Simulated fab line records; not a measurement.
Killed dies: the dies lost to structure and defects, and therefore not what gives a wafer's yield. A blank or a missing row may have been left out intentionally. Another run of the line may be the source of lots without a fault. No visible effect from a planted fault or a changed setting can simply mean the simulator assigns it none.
Comparing a struck lot with a sound one ; flow n5_finfet ; 15 out of 1938 route steps
Sound: these wafers, L172.2, L172.5, L172.6. Struck: wafer L164.2; the same lot's L164.1 was not struck, so it is left out; see the end for the cause.
Order at every step that has rows: each side's tool, ch and its chambers, its first start. Under that, the readings that differ: sound wafers ; struck wafers ; difference of the means ; sigmas: that difference in standard deviations of wafers without a fault.
alike: readings whose means differ by less than 2 such deviations, and words and numbers that are the same on both sides. not compared: withheld readings, readings that some wafer has no value for, bounds like >300 that may hide the same value, and numbers for which the record gives no deviation and whose values overlap.
A row with sigmas, a row that says differs or no value, or rows on one side alone: a step with any of these is where the two part. Numbers that don't overlap but have no deviation are shown without sigmas and don't part them. A reading missing from all wafers of one side parts the sides only when that side holds two or more wafers.

N5_HKMG_FIN_STRIP_60: strips in N2/H2, time 360 s.
  sound on plasma_asher-02 ch 0,1, day 8 18:57; struck on plasma_asher-01 ch 1, day 6 20:38
reading;sound;struck;difference;sigmas
drypump_motor_current_A (A);5.73 5.74 5.87;5.09;-0.69;-2
  alike: heater_power_w
  not compared: rf_hours_counter_h
then, 2 steps without rows for these wafers: N5_HKMG_FIN_WET_ETCH_77 (etches La2O3 in dHCl, stops on HfO2, target depth 2 nm); N5_HKMG_FIN_WET_ETCH_78 (etches Al2O3 in dNH4OH, stops on La2O3, target depth 4.5 nm, rinse time 30 s).
N5_HKMG_FIN_ALD_79: deposits TiN, target thk 1.5 nm, pulse time 1 s, purge time 3 s.
  sound on ald_metal-03 ch 0,2,3, day 8 19:27; struck on ald_metal-03 ch 3, day 6 21:08
  alike: heater_power_w, precursor_pulse_height_rel
  not compared: ald_cycles
N5_HKMG_FIN_CVD_62: deposits a-Si from Si2H6, target thk 3 nm, time 20.8 s.
  sound on thermal_cvd_si-02 ch 0,1,2, day 8 19:49; struck on thermal_cvd_si-02 ch 0, day 6 21:31
  alike: heater_power_w
then, 5 steps without rows for these wafers: N5_HKMG_FIN_RTA_80 (time 2 s); N5_HKMG_FIN_PRECLEAN_64 (cleans in dHF, time 30 s); N5_HKMG_FIN_WET_ETCH_65 (etches a-Si in TMAH, stops on TiN, time 49 s, target depth 3 nm); N5_HKMG_FIN_WET_ETCH_81 (etches TiN in SC1, stops on HfO2, time 57 s, target depth 6 nm); N5_HKMG_FIN_WET_ETCH_82 (etches La2O3 in dHCl, stops on HfO2, target depth 2 nm, rinse time 30 s).
N5_HKMG_FIN_ALD_36: deposits TiN, target thk 1 nm, pulse time 1 s, purge time 3 s.
  sound on ald_metal-01 ch 0,1,3, day 8 20:14; struck on ald_metal-02 ch 2, day 6 21:54
reading;sound;struck;difference;sigmas
precursor_pulse_height_rel;1.004 0.997 0.978;1.043;+0.050;+2
  alike: heater_power_w
  not compared: ald_cycles
N5_HKMG_FIN_THK_MEAS_70: measures by xrf.
  struck on film_metro-01, day 6 22:11; sound on film_metro-02, day 8 20:31
  alike: HK_THK
N5_HKMG_FIN_PWFM_ALD_03: deposits TiN, target thk 2 nm, pulse time 1 s, purge time 3 s.
  sound on ald_metal-02 ch 0,3, day 8 20:32; struck on ald_metal-03 ch 2, day 6 22:13
reading;sound;struck;difference;sigmas
ald_cycles;91 91 91;40;-51;
model.TiN_of_HKMG_FIN_PWFM_ALD_03.thk_nm (nm);2 2 2;0.8;-1.2;
  alike: heater_power_w, precursor_pulse_height_rel
then, 1 step without rows for these wafers: N5_HKMG_FIN_COAT_29 (time 60 s, resist thk 300 nm).
N5_PASSIVATION_PROBE_49:
  the record has rows for the sound wafers here (prober-02, day 16 17:30) and none for the struck ones

## WHERE THEY PART
Earliest at N5_HKMG_FIN_STRIP_60; latest, in this record, at N5_PASSIVATION_PROBE_49.

WHY: what the simulator had put in
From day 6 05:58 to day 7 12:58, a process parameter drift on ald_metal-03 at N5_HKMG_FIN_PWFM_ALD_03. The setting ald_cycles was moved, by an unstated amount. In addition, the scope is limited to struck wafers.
